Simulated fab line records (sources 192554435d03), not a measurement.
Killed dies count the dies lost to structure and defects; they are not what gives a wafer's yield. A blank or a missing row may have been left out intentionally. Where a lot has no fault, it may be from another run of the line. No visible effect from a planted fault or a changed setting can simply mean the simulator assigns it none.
Matching of chambers -- flow n5Finfet -- N5_HKMG_FIN_STRIP_34 on rieDiel-01: 4 sister chambers
The step strips in CF4. 8 wafers are shown with their chamber, then 9 later ones without.

## EACH WAFER AND ITS CHAMBER
wafer,chamber,showerheadPlenumPTorr (Torr),drypumpMotorCurrentA (A)
L086.2,0,1.79,5.8
L086.4,2,1.72,4.8
L087.2,3,1.90,6.1
L087.4,1,1.84,5.1
L087.6,3,1.90,6.2
L095.1,2,1.72,4.8
L095.2,0,1.78,5.8
L095.3,1,1.83,5.1

## WAFERS MISSING THEIR CHAMBER
wafer,showerheadPlenumPTorr (Torr),drypumpMotorCurrentA (A)
L095.4,1.83,5.1
L095.5,1.78,5.8
L095.6,1.71,4.8
L097.1,1.83,5.1
L097.2,1.78,5.8
L097.3,1.71,4.8
L097.4,1.90,6.1
L097.5,1.90,6.2
L097.6,1.71,4.8

## EACH ONE'S CHAMBER
wafer,from the rows above,in truth
L095.4,1,1
L095.5,0,0
L095.6,2,2
L097.1,1,1
L097.2,0,0
L097.3,2,2
L097.4,3,3
L097.5,3,3
L097.6,2,2
Correct placement for 9 of the 9. Not placeable from these rows: 0. 0 placed wrongly.
How it was worked out, from the rows above alone: a wafer's distance from a chamber is the root of the sum, over the readings, of the square of ((its reading less the chamber's mean) divided by the reading's scatter). If the next closest chamber is less than 2 further off than the closest, the wafer can't be placed; otherwise it belongs to the closest. The mean given for a chamber averages the wafers shown for that chamber. The scatter: the root of (the sum of the squares of (reading less its chamber's mean) over the shown wafers, divided by (wafers less chambers)).
